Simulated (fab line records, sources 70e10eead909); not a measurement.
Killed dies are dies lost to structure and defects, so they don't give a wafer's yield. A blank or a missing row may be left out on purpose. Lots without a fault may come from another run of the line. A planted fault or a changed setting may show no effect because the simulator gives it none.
fab line records | flow nand_harc | part 1 of 2: steps 1 to 19 of 33
record lots=5 wafers=15 last_day=34
route steps=1302 shown A_CONTACT@1083 A_BLC@1107
lots that met no fault: from a run of the same line without faults
start_h: hours from the record's first day to the start of the lot's first wafer shown | wait_h: hours since the lot's step before | " the same as in the row above | L1.1+2: a row that stands for several wafers | - no value, or no start given | * or withheld: withheld | < > ~ a bound
route shown NAME@n: a module of which the file shows steps, and the number in the route of the first | usual: mean/standard deviation of fault-free wafers | same: alike in all rows | chamber/n: place in a boat | sites: the reading at each site | _std_site: their standard deviation | _edge_site: outer sites' mean less inner sites' | radius_mm: how far each site lies from the wafer's centre | mask NAME#n: copy n | behind: the tool/chamber that last shaped the wafer | hold: why the lot was held/for how many hours/how that ended | device: the transistor (n, p or np) that didn't switch | end of line: the same wafers' tests at the end of the route | a step without rows: its recipe alone | killed: dies lost to structure and defects at the first sort, not the wafer's yield | map: a wafer's dies, x killed, . not, _ none there
set.NAME: the setting as run; set.NAME@STEP: as run at that earlier step | model.NAME: the simulator's own value behind a step, which no gauge read
lots at some steps of the route; a table a step, a row a wafer
services: from which hour (start_h, from the record's first day; less than 0 if before it) a tool's chamber was out of use, for how many hours, and why
## steps
# step NHARC_A_CONTACT_ETCH_89
# recipe target_depth_a=2600 over_etch_frac=0.3 time_s=475.3 ion_energy_ev=200 n2_flow_sccm=150 h2_flow_sccm=150 ar_flow_sccm=0 rf_w=400 bias_w=150 chemistry=N2/H2
# usual drypump_motor_current_A=5.9/0.4 oes_product_au=0.994/0.012 rf_vpp_V=430/3 showerhead_plenum_p_Torr=2.03/0.1 throttle_valve_pct=14.172/0.0085
# columns lot.wafer tool chamber start_h wait_h drypump_motor_current_A oes_product_au rf_hours_counter_h rf_vpp_V showerhead_plenum_p_Torr throttle_valve_pct
L090.2 rie_diel-05 0 - - 6.0 0.983 16 427 1.88 14.163
L090.3 " 1 " " 6.2 0.993 17 433 2.13 14.176
L090.6 " 2 " " 5.8 0.999 - 428 1.98 14.171
L093.1 rie_diel-05 3 - - 5.7 0.983 19 432 2.07 14.176
L093.2 " 0 " " 6.0 0.979 21 425 1.88 14.168
L093.6 " 1 " " 6.2 0.973 - 433 2.12 14.180
L094.1 rie_diel-05 1 - - 6.2 0.975 23 432 2.12 14.174
L094.5 " 1 " " 6.2 0.977 - 433 2.12 14.179
L094.6 " 2 " " 5.8 0.994 - 429 1.97 14.172
L095.3 rie_diel-05 2 - - 5.9 0.986 22 428 1.97 14.168
L095.2 " 3 " " 5.7 0.979 21 432 2.07 14.172
L095.1 " 0 " " 6.0 0.978 23 426 1.88 14.165
L097.2 rie_diel-05 3 - - 5.7 0.978 24 432 2.07 14.178
L097.1 " 0 " " 6.0 0.997 26 426 1.87 14.184
L097.6 " 3 " " 5.7 0.982 - 433 2.07 14.169
# step NHARC_A_CONTACT_ETCH_30
# recipe target_depth_a=726 time_s=36.3 cf4_flow_sccm=100 chf3_flow_sccm=30 ar_flow_sccm=0 rf_w=500 bias_w=200 chemistry=CF4/CHF3
# usual drypump_motor_current_A=5.9/0.39 oes_product_au=0.933/0.023 rf_vpp_V=370.5/2.6 showerhead_plenum_p_Torr=1.57/0.074 throttle_valve_pct=16.803/0.0079
# columns lot.wafer tool chamber start_h wait_h drypump_motor_current_A oes_product_au rf_hours_counter_h rf_vpp_V showerhead_plenum_p_Torr throttle_valve_pct
L090.3 rie_diel-05 2 - - 5.8 0.914 15 369.9 1.53 16.796
L090.2 " 0 " " 6.0 0.908 16 367.4 1.46 16.809
L090.6 " 0 " " 6.0 0.916 - 366.0 1.46 16.813
L093.2 rie_diel-05 3 - - 5.7 0.912 19 372.3 1.60 16.806
L093.1 " 0 " " 6.0 0.912 21 367.5 1.46 16.792
L093.6 " 0 " " 6.0 0.908 - 365.9 1.46 16.813
L094.1 rie_diel-05 3 - - 5.7 0.949 21 370.9 1.59 16.792
L094.5 " 3 " " 5.7 0.937 - 370.8 1.59 16.793
L094.6 " 0 " " 6.0 0.964 - 365.6 1.46 16.800
L095.3 rie_diel-05 1 - - 6.2 0.896 24 372.1 1.63 16.812
L095.2 " 2 " " 5.9 0.908 22 368.4 1.53 16.802
L095.1 " 3 " " 5.7 0.907 21 371.7 1.59 16.797
L097.1 rie_diel-05 0 - - 6.0 0.911 27 366.3 1.46 16.810
L097.2 " 1 " " 6.2 0.907 30 372.9 1.63 16.814
L097.6 " 3 " " 5.8 0.914 - 371.5 1.59 16.804
# step NHARC_A_CONTACT_ETCH_31
# recipe target_depth_a=28000 over_etch_frac=0.3 time_s=728 ion_energy_ev=150 o2_flow_sccm=400 cos_flow_sccm=20 ar_flow_sccm=0 rf_w=500 bias_w=300 chemistry=O2/COS
# usual drypump_motor_current_A=5.9/0.39 oes_product_au=0.993/0.012 rf_vpp_V=314.1/2.4 showerhead_plenum_p_Torr=3.12/0.15 throttle_valve_pct=28.330/0.0095
# columns lot.wafer tool chamber start_h wait_h drypump_motor_current_A oes_product_au rf_hours_counter_h rf_vpp_V showerhead_plenum_p_Torr throttle_valve_pct
L090.3 rie_diel-05 2 - - 5.8 0.990 15 312.2 3.03 28.335
L090.2 " 0 " " 6.0 0.989 16 310.8 2.89 28.331
L090.6 " 1 " " 6.2 0.989 - 316.6 3.24 28.331
L093.2 rie_diel-05 1 - - 6.2 0.975 22 316.7 3.24 28.318
L093.1 " 3 " " 5.8 0.988 19 313.9 3.16 28.340
L093.6 " 2 " " 5.9 0.986 - 313.9 3.03 28.327
L094.1 rie_diel-05 0 - - 6.0 0.967 22 310.7 2.89 28.323
L094.6 " 0 " " 6.0 0.979 - 311.4 2.89 28.336
L094.5 " 1 " " 6.2 0.968 - 314.8 3.24 28.324
L095.3 rie_diel-05 0 - - 6.0 0.983 23 310.3 2.89 28.318
L095.1 " 1 " " 6.2 0.971 25 315.7 3.24 28.336
L095.2 " 3 " " 5.8 0.988 21 313.4 3.16 28.329
L097.1 rie_diel-05 2 - - 5.8 0.995 27 312.0 3.03 28.335
L097.2 " 0 " " 6.0 0.996 27 310.7 2.89 28.302
L097.6 " 2 " " 5.9 1.009 - 313.7 3.03 28.328
# step NHARC_A_CONTACT_ETCH_134
# recipe source_w=withheld pressure_mtorr=20 bias_v=withheld time_s=140 target_depth_a=7000 ar_flow_sccm=withheld c4f8_flow_sccm=withheld o2_flow_sccm=withheld chemistry=C4F8/O2/Ar
# columns lot.wafer tool chamber start_h wait_h rf_hours_counter_h
L090.2 har_cap_etch-03 0 684.16 - 75
L090.3 " 1 " " -
L090.6 " 0 " " -
L093.2 har_cap_etch-01 0 705.65 - 37
L093.1 " 1 " " 37
L093.6 " 0 " " -
L094.1 har_cap_etch-01 1 712.43 - 38
L094.6 " 1 " " -
L094.5 " 0 " " -
L095.1 har_cap_etch-02 0 718.22 - 129
L095.2 " 1 " " 129
L095.3 " 1 " " -
L097.1 har_cap_etch-03 1 753.55 - 85
L097.2 " 0 " " 85
L097.6 " 1 " " -
# step NHARC_A_CONTACT_ETCH_135
# recipe source_w=withheld pressure_mtorr=20 bias_v=1200 time_s=311 target_depth_a=19120 ar_flow_sccm=withheld c4f8_flow_sccm=withheld o2_flow_sccm=withheld chemistry=C4F8/O2/Ar
# columns lot.wafer tool chamber start_h wait_h rf_hours_counter_h
L090.2 har_cap_etch-03 0 684.37 0.2 75
L090.3 " 1 " " -
L090.6 " 0 " " -
L093.2 har_cap_etch-01 0 705.85 0.2 37
L093.1 " 1 " " 37
L093.6 " 0 " " -
L094.1 har_cap_etch-01 1 712.64 0.2 39
L094.6 " 1 " " -
L094.5 " 0 " " -
L095.1 har_cap_etch-02 0 718.42 0.2 129
L095.2 " 1 " " 129
L095.3 " 1 " " -
L097.1 har_cap_etch-03 1 753.74 0.2 85
L097.2 " 0 " " 85
L097.6 " 1 " " -
# step NHARC_A_CONTACT_ETCH_136
# recipe source_w=withheld pressure_mtorr=20 bias_v=1200 time_s=311 target_depth_a=19120 ar_flow_sccm=withheld c4f8_flow_sccm=withheld o2_flow_sccm=withheld chemistry=C4F8/O2/Ar
# columns lot.wafer tool chamber start_h wait_h rf_hours_counter_h
L090.2 har_cap_etch-03 0 684.63 0.2 75
L090.3 " 1 " " -
L090.6 " 0 " " -
L093.2 har_cap_etch-01 0 706.12 0.2 37
L093.1 " 1 " " 37
L093.6 " 0 " " -
L094.1 har_cap_etch-01 1 712.91 0.2 39
L094.6 " 1 " " -
L094.5 " 0 " " -
L095.1 har_cap_etch-02 0 718.70 0.2 129
L095.2 " 1 " " 129
L095.3 " 1 " " -
L097.1 har_cap_etch-03 1 754.01 0.2 85
L097.2 " 0 " " 85
L097.6 " 1 " " -
# step NHARC_A_CONTACT_ETCH_137
# recipe source_w=withheld pressure_mtorr=20 bias_v=1200 time_s=311 target_depth_a=19120 ar_flow_sccm=withheld c4f8_flow_sccm=withheld o2_flow_sccm=withheld chemistry=C4F8/O2/Ar
# columns lot.wafer tool chamber start_h wait_h rf_hours_counter_h
L090.2 har_cap_etch-03 0 684.90 0.2 75
L090.3 " 1 " " -
L090.6 " 0 " " -
L093.2 har_cap_etch-01 0 706.39 0.2 38
L093.1 " 1 " " 38
L093.6 " 0 " " -
L094.1 har_cap_etch-01 1 713.18 0.2 39
L094.6 " 1 " " -
L094.5 " 0 " " -
L095.1 har_cap_etch-02 0 718.97 0.2 129
L095.2 " 1 " " 129
L095.3 " 1 " " -
L097.1 har_cap_etch-03 1 754.28 0.2 85
L097.2 " 0 " " 85
L097.6 " 1 " " -
# step NHARC_A_CONTACT_ETCH_138
# recipe source_w=withheld pressure_mtorr=20 bias_v=1200 time_s=311 target_depth_a=19140 ar_flow_sccm=withheld c4f8_flow_sccm=withheld o2_flow_sccm=withheld chemistry=C4F8/O2/Ar
# columns lot.wafer tool chamber start_h wait_h rf_hours_counter_h
L090.2 har_cap_etch-03 0 685.17 0.2 76
L090.3 " 1 " " -
L090.6 " 0 " " -
L093.2 har_cap_etch-01 0 706.66 0.2 38
L093.1 " 1 " " 38
L093.6 " 0 " " -
L094.1 har_cap_etch-01 1 713.45 0.2 39
L094.6 " 1 " " -
L094.5 " 0 " " -
L095.1 har_cap_etch-02 0 719.24 0.2 130
L095.2 " 1 " " 130
L095.3 " 1 " " -
L097.1 har_cap_etch-03 1 754.55 0.2 86
L097.2 " 0 " " 86
L097.6 " 1 " " -
# step NHARC_A_CONTACT_ETCH_139
# recipe source_w=withheld pressure_mtorr=20 bias_v=400 time_s=195 target_depth_a=8400 ar_flow_sccm=withheld c4f8_flow_sccm=11.5 o2_flow_sccm=7.2 chemistry=C4F8/O2/Ar
# columns lot.wafer tool chamber start_h wait_h rf_hours_counter_h
L090.2 har_cap_etch-03 0 685.45 0.2 76
L090.3 " 1 " " -
L090.6 " 0 " " -
L093.2 har_cap_etch-01 0 706.94 0.2 38
L093.1 " 1 " " 38
L093.6 " 0 " " -
L094.1 har_cap_etch-01 1 713.72 0.2 40
L094.6 " 1 " " -
L094.5 " 0 " " -
L095.1 har_cap_etch-02 0 719.52 0.2 130
L095.2 " 1 " " 130
L095.3 " 1 " " -
L097.1 har_cap_etch-03 1 754.82 0.2 86
L097.2 " 0 " " 86
L097.6 " 1 " " -
# step NHARC_A_CONTACT_ETCH_92
# recipe target_depth_a=400 over_etch_frac=0.5 time_s=85.7 ion_energy_ev=120 ch3f_flow_sccm=50 o2_flow_sccm=30 ar_flow_sccm=200 rf_w=500 bias_w=100 chemistry=CH3F/O2
# usual drypump_motor_current_A=5.8/0.45 oes_product_au=0.93/0.031 rf_vpp_V=244.5/1.8 showerhead_plenum_p_Torr=2.47/0.12 throttle_valve_pct=20.663/0.0086
# columns lot.wafer tool chamber start_h wait_h drypump_motor_current_A oes_product_au rf_hours_counter_h rf_vpp_V showerhead_plenum_p_Torr throttle_valve_pct
L090.2 rie_diel-02 1 686.01 0.5 5.0 0.92 37 246.5 2.62 20.658
L090.3 " 2 " " 6.6 0.93 39 242.6 2.38 20.661
L090.6 " 2 " " 6.6 0.93 - 242.6 2.38 20.658
L093.2 rie_diel-02 1 707.51 0.5 5.0 0.93 43 246.5 2.62 20.653
L093.1 " 2 " " 6.6 0.92 46 243.6 2.38 20.659
L093.6 " 1 " " 5.0 0.92 - 246.8 2.62 20.663
L094.1 rie_diel-05 3 714.32 0.6 5.7 0.91 21 245.4 2.49 20.666
L094.5 " 0 " " 6.0 0.91 - 242.6 2.27 20.677
L094.6 " 1 " " 6.2 0.90 - 245.7 2.55 20.656
L095.2 rie_diel-05 0 720.08 0.5 6.0 0.91 23 241.2 2.27 20.672
L095.3 " 1 " " 6.2 0.91 25 245.5 2.55 20.661
L095.1 " 3 " " 5.7 0.92 21 245.0 2.49 20.677
L097.1 rie_diel-05 1 755.39 0.5 6.2 0.91 31 244.7 2.55 20.657
L097.2 " 0 " " 6.0 0.92 28 242.2 2.27 20.669
L097.6 " 1 " " 6.2 0.91 - 244.3 2.55 20.668
# step NHARC_A_CONTACT_ETCH_98
# recipe target_depth_a=200 over_etch_frac=0.5 time_s=10 ion_energy_ev=250 c4f6_flow_sccm=25 o2_flow_sccm=20 ar_flow_sccm=500 rf_w=600 bias_w=500 chemistry=C4F6/O2
# usual drypump_motor_current_A=5.9/0.43 oes_product_au=0.953/0.026 rf_vpp_V=547/3.6 showerhead_plenum_p_Torr=3.93/0.18 throttle_valve_pct=26.903/0.011
# columns lot.wafer tool chamber start_h wait_h drypump_motor_current_A oes_product_au rf_hours_counter_h rf_vpp_V showerhead_plenum_p_Torr throttle_valve_pct
L090.2 rie_diel-02 1 - - 5.0 0.948 37 550 4.17 26.901
L090.3 " 2 " " 6.6 0.948 39 545 3.80 26.921
L090.6 " 0 " " 5.8 0.938 - 551 4.13 26.898
L093.2 rie_diel-02 0 - - 5.8 0.953 41 551 4.13 26.901
L093.1 " 3 " " 5.9 0.937 44 543 3.75 26.893
L093.6 " 0 " " 5.8 0.948 - 550 4.13 26.894
L094.1 rie_diel-05 2 - - 5.8 0.929 22 542 3.81 26.904
L094.5 " 3 " " 5.7 0.925 - 549 3.97 26.899
L094.6 " 0 " " 6.0 0.927 - 542 3.64 26.899
L095.3 rie_diel-05 2 - - 5.9 0.942 22 543 3.81 26.920
L095.1 " 3 " " 5.8 0.935 21 548 3.97 26.905
L095.2 " 0 " " 6.0 0.938 23 540 3.64 26.910
L097.2 rie_diel-05 2 - - 5.9 0.944 28 545 3.81 26.900
L097.1 " 3 " " 5.8 0.922 26 548 3.97 26.901
L097.6 " 2 " " 5.9 0.940 - 544 3.81 26.891
# step NHARC_A_CONTACT_CD_MEAS_15
# usual cd_nm=189.8/0.71
# columns lot.wafer tool chamber start_h wait_h cd_nm
L090.2 cd_sem-03 - 686.23 - 191.0
L090.3 " - " " 190.0
L090.6 " - " " 189.5
L093.1 cd_sem-01 - 707.71 - 189.2
L093.2 " - " " 190.1
L093.6 " - " " 190.2
L094.1 cd_sem-03 - 714.50 - 189.8
L094.5 " - " " 189.1
L094.6 " - " " 189.2
L095.1 cd_sem-03 - 720.31 - 189.3
L095.2 " - " " 189.4
L095.3 " - " " 189.5
L097.1 cd_sem-01 - 755.60 - 189.1
L097.2 " - " " 189.9
L097.6 " - " " 189.0
# step NHARC_A_CONTACT_STRIP_107
# recipe n2_flow_sccm=150 h2_flow_sccm=150 ar_flow_sccm=0 bias_w=0 chemistry=N2/H2
# columns lot.wafer tool chamber start_h wait_h
L090.2+3+6 rie_diel-12 0,2,0 686.31 0.1
L093.2+1+6 rie_diel-02 3,0,2 707.83 0.1
L094.1+6+5 rie_diel-05 2,2,3 714.58 0.1
L095.2+3+1 rie_diel-02 0,1,3 720.38 0.1
L097.2+1+6 rie_diel-05 2,3,0 755.70 0.1
# step NHARC_A_CONTACT_STRIP_108
# recipe cf4_flow_sccm=100 chf3_flow_sccm=30 ar_flow_sccm=0 bias_w=0 chemistry=CF4/CHF3
# columns lot.wafer tool chamber start_h wait_h
L090.3+2+6 rie_diel-12 3,1,0 686.50 0.2
L093.2+1+6 rie_diel-02 3,1,3 707.91 0.1
L094.1+5+6 rie_diel-05 1,2,3 714.68 0.1
L095.3+1+2 rie_diel-02 1,2,0 720.48 0.1
L097.1+2+6 rie_diel-05 3,0,2 755.78 0.1
# step NHARC_A_CONTACT_STRIP_109
# recipe o2_flow_sccm=400 cos_flow_sccm=20 ar_flow_sccm=0 bias_w=0 chemistry=O2/COS
# columns lot.wafer tool chamber start_h wait_h
L090.2+3+6 rie_diel-12 3,0,0 686.56 0.1
L093.2+1+6 rie_diel-02 3,1,3 707.98 0.1
L094.1+5+6 rie_diel-05 0,1,2 715.21 0.5
L095.1+2+3 rie_diel-02 0,1,2 720.54 0.1
L097.2+1+6 rie_diel-05 0,1,1 755.83 0.0
# step NHARC_A_CONTACT_ETCH_110
# recipe target_depth_a=600 overetch_a=60 time_s=33 ion_energy_ev=100 cf4_flow_sccm=80 o2_flow_sccm=20 ar_flow_sccm=0 rf_w=300 bias_w=100 chemistry=CF4/O2
# usual drypump_motor_current_A=5.8/0.52 oes_product_au=0.996/0.011 rf_vpp_V=198.1/1.7 showerhead_plenum_p_Torr=1.34/0.07 throttle_valve_pct=13.397/0.0093
# columns lot.wafer tool chamber start_h wait_h drypump_motor_current_A oes_product_au rf_hours_counter_h rf_vpp_V showerhead_plenum_p_Torr throttle_valve_pct
L090.3 rie_diel-12 1 686.67 0.1 6.5 0.995 16 197.2 1.30 13.402
L090.2 " 2 " " 5.1 0.995 16 199.5 1.43 13.377
L090.6 " 0 " " 4.9 0.993 - 200.3 1.44 13.405
L093.2 rie_diel-02 1 708.04 0.1 5.0 1.003 43 200.6 1.42 13.389
L093.1 " 2 " " 6.6 1.004 47 197.6 1.29 13.418
L093.6 " 1 " " 5.0 0.996 - 199.1 1.42 13.393
L094.1 rie_diel-05 3 715.26 0.0 5.7 0.988 21 198.7 1.35 13.401
L094.6 " 3 " " 5.7 0.990 - 199.0 1.35 13.396
L094.5 " 0 " " 6.0 0.978 - 196.2 1.23 13.395
L095.2 rie_diel-02 0 720.60 0.1 5.8 1.012 43 201.0 1.41 13.391
L095.3 " 1 " " 5.0 0.993 46 200.4 1.42 13.402
L095.1 " 3 " " 5.9 0.980 47 195.8 1.27 13.392
L097.2 rie_diel-05 3 755.89 0.1 5.7 0.977 26 199.7 1.35 13.410
L097.1 " 0 " " 6.0 0.985 28 195.8 1.23 13.380
L097.6 " 3 " " 5.7 0.987 - 198.9 1.35 13.392
# step NHARC_A_CONTACT_STRIP_26
# recipe o2_flow_sccm=500 ar_flow_sccm=0 bias_w=0 chemistry=O2
# usual drypump_motor_current_A=5.8/0.54 oes_product_au=0.998/0.01 rf_vpp_V=57.9/0.83 showerhead_plenum_p_Torr=3.55/0.17 throttle_valve_pct=17.036/0.009
# columns lot.wafer tool chamber start_h wait_h drypump_motor_current_A oes_product_au rf_hours_counter_h rf_vpp_V showerhead_plenum_p_Torr throttle_valve_pct
L090.2 rie_diel-12 1 - - 6.5 1.001 16 57.3 3.44 17.027
L090.3 " 0 " " 4.9 1.004 12 57.2 3.80 17.028
L090.6 " 1 " " 6.5 1.000 - 57.2 3.44 17.020
L093.1 rie_diel-02 0 - - 5.8 1.007 41 56.8 3.72 17.025
L093.2 " 3 " " 5.9 0.986 44 57.6 3.37 17.034
L093.6 " 0 " " 5.8 1.006 - 57.0 3.72 17.035
L094.1 rie_diel-05 1 - - 6.2 0.973 24 58.7 3.66 17.044
L094.6 " 2 " " 5.8 0.995 - 58.5 3.42 17.060
L094.5 " 3 " " 5.8 0.982 - 57.3 3.57 17.029
L095.2 rie_diel-02 1 - - 5.0 0.999 46 58.6 3.75 17.026
L095.1 " 2 " " 6.6 0.998 50 57.2 3.41 17.021
L095.3 " 3 " " 5.9 0.986 47 58.9 3.37 17.046
L097.1 rie_diel-05 2 - - 5.9 0.994 28 58.1 3.42 17.035
L097.2 " 3 " " 5.7 0.979 26 57.6 3.57 17.037
L097.6 " 3 " " 5.7 0.985 - 59.0 3.57 17.024
# step NHARC_A_CONTACT_STRIP_27
# recipe time_s=600 temp_c=30 chemistry=post_etch_residue_remover
# columns lot.wafer tool chamber start_h wait_h
L090.6+2+3 wet_bench-07 0,1,2 687.17 -
L093.6+1+2 wet_bench-06 3,4,6 708.56 -
L094.6+5+1 wet_bench-05 2,3,7 715.64 -
L095.3+2+1 wet_bench-05 2,3,6 720.99 -
L097.2+1+6 wet_bench-06 0,2,3 756.28 -
# step NHARC_A_CONTACT_ALD_18
# recipe target_thk_a=30 pulse_time_s=1 ald_cycles=150 temp_c=450 material=TiN
# usual heater_power_w=1089/81 precursor_pulse_height_rel=1.002/0.023
# columns lot.wafer tool chamber start_h wait_h heater_power_w precursor_pulse_height_rel since_wet_clean_h
L090.2 ald_metal-01 1 687.44 - 1112 0.999 151
L090.3 " 0 " " 1235 1.015 152
L090.6 " 2 " " 1094 1.007 -
L093.1 ald_metal-02 3 708.84 - 976 1.029 89
L093.2 " 1 " " 1092 0.974 89
L093.6 " 3 " " 948 0.931 -
L094.1 ald_metal-02 3 715.97 - 954 1.022 96
L094.5 " 0 " " 1129 0.995 -
L094.6 " 1 " " 1152 0.980 -
L095.1 ald_metal-02 3 721.25 - 957 0.991 101
L095.3 " 1 " " 1107 0.980 101
L095.2 " 2 " " 1145 1.008 101
L097.1 ald_metal-02 2 756.54 - 1162 0.977 137
L097.2 " 3 " " 949 0.973 137
L097.6 " 2 " " 1137 1.012 -
